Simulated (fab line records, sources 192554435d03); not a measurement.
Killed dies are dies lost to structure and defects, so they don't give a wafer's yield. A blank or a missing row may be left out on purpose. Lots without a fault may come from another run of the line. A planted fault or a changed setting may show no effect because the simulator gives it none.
A struck lot beside a sound one | flow n5_finfet | 16 steps out of a route of 1938
Sound: wafers L873.2, L873.3, L873.5. Struck: wafer L885.5. (L885.3 of the same lot was not struck and is left out.) The cause comes at the end.
At each step with rows: each side's tool, then ch and its chambers, then its first start. Under that, the readings that differ: sound wafers | struck wafers | difference of the means | sigmas: that difference in standard deviations of wafers without a fault.
alike: readings whose means differ by less than 2 such deviations, and words and numbers that are the same on both sides. not compared: withheld readings, readings that some wafer has no value for, bounds like >300 that may hide the same value, and numbers for which the record gives no deviation and whose values overlap.
The two part at a step that has a row with sigmas, a row that says differs or no value, or rows on one side only. Numbers that don't overlap but have no deviation are shown without sigmas and don't part them. A reading that every wafer of one side lacks parts them only if that side has two wafers or more.

N5_SDB_CD_MEAS_11: target cd 50 nm.
  sound on cd_sem-02 ch 0, day 5 04:43; struck on cd_sem-03 ch 0, day 8 00:11
  alike: cd_nm
N5_SDB_OVL_MEAS_12:
  sound on overlay-02 ch 0, day 5 04:44; struck on overlay-01 ch 0, day 8 00:13
  alike: SDB_OVL
N5_SDB_INSPECT_13: inspects for defects (brightfield).
  sound on defect_inspect-01, day 5 04:46; struck on defect_inspect-01, day 8 00:14
  alike: raw_defect_count
N5_SDB_DESCUM_16: chemistry O2, time 7.9 s.
  sound on rie_diel-04 ch 1,2, day 5 04:49; struck on rie_diel-03 ch 0, day 8 00:16
  alike: drypump_motor_current_A, o2_flow_sccm, oes_product_au, rf_fwd_power_W, rf_vpp_V, showerhead_plenum_p_Torr, throttle_valve_pct
  not compared: rf_hours_counter_h
N5_SDB_ETCH_17: etches SiARC in CF4, target depth 23.4 nm, time 39 s.
  sound on rie_diel-04 ch 1,2, day 5 04:52; struck on rie_diel-03 ch 0, day 8 00:18
  alike: drypump_motor_current_A, etch_rf_on_time_s, oes_product_au, rf_fwd_power_W, rf_vpp_V, showerhead_plenum_p_Torr, throttle_valve_pct
  not compared: rf_hours_counter_h
then, 3 steps without rows for these wafers: N5_SDB_ETCH_18 (etches SOC in N2/H2, target depth 100 nm, overetch 20 nm, time 150 s); N5_SDB_STRIP_19 (strips in N2/H2); N5_SDB_STRIP_21 (strips in CF4).
N5_SDB_HM_OPEN_20: chemistry CH3F/O2, target SiNx, stops on poly-Si, target depth 24 nm.
  sound on rie_diel-04 ch 1,2, day 5 05:03; struck on rie_diel-03 ch 0, day 8 00:30
  alike: drypump_motor_current_A, oes_ar_750_au, oes_product_au, rf_fwd_power_W, rf_vpp_V, showerhead_plenum_p_Torr, throttle_valve_pct
  not compared: rf_hours_counter_h
N5_SDB_STRIP_22: strips in N2/H2.
  sound on plasma_asher-02 ch 0,1, day 5 05:08; struck on plasma_asher-01 ch 0, day 8 00:37
  alike: drypump_motor_current_A, heater_power_w, oes_product_au, strip_time_to_endpoint_s
  not compared: rf_hours_counter_h
then, 2 steps without rows for these wafers: N5_SDB_PRECLEAN_23 (cleans in dHF, time 30 s); N5_SDB_DUMMY_REMOVE_24 (chemistry TMAH, target poly-Si, stops on SiO2, target depth 142 nm, time 57 s, rinse time 30 s).
N5_SDB_ETCH_25: etches SiO2 in C4F6/O2, target depth 10 nm, time 3.3 s.
  sound on rie_diel-01 ch 2,3, day 5 05:32; struck on rie_diel-04 ch 2, day 8 00:52
  reading                  | sound             | struck | difference | sigmas
  oes_ar_750_au (a.u.)     | 0.79 0.98 0.97    | 0.72   | -0.19      | -2
  rf_vpp_V (V)             | 664 666 664       | 687    | +22        | +2
  throttle_valve_pct (%)   | 21.45 20.75 20.74 | 21.57  | +0.59      | +2
  model.etch.depth_nm (nm) | 9.871 10.26 10.28 | 14.12  | +3.98      |
  alike: drypump_motor_current_A, oes_product_au, rf_fwd_power_W, showerhead_plenum_p_Torr
  not compared: rf_hours_counter_h
N5_SDB_CUT_ETCH_26: etches Si in HBr/Cl2/O2, target depth 129.6 nm, bt time 20 s, time 51.8 s.
  sound on rie_si-05 ch 1,2, day 5 05:40; struck on rie_si-05 ch 1, day 8 01:01
  alike: drypump_motor_current_A, oes_product_au, throttle_valve_pct
  not compared: rf_fwd_power_W, rf_hours_counter_h
-- the record jumps here: 7 days lie between the struck wafers' starts before and after (it left off in module SDB and takes up again in module BEOL_M4, whose first step shown is number 1111 of the route) --
N5_BEOL_M4_RC_MEAS_101:
  sound on prober-02 ch 0, day 11 08:13; struck on prober-01 ch 0, day 14 16:14
  alike: DIBL_N, DIBL_P, IOFF_N, IOFF_P, ION_N, ION_P, SS_N, SS_P, VT_N, VT_P
then, 1 step without rows for these wafers: N5_PASSIVATION_PROBE_49.

WHERE THEY PART
Only at N5_SDB_ETCH_25, within this record. Later steps at which nothing parts them and some readings are alike: N5_SDB_CUT_ETCH_26, N5_BEOL_M4_RC_MEAS_101.

WHY: what the simulator had put in
Process parameter drift: rie_diel-04, from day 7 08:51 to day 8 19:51, at N5_SDB_ETCH_25. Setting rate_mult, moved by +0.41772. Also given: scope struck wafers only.
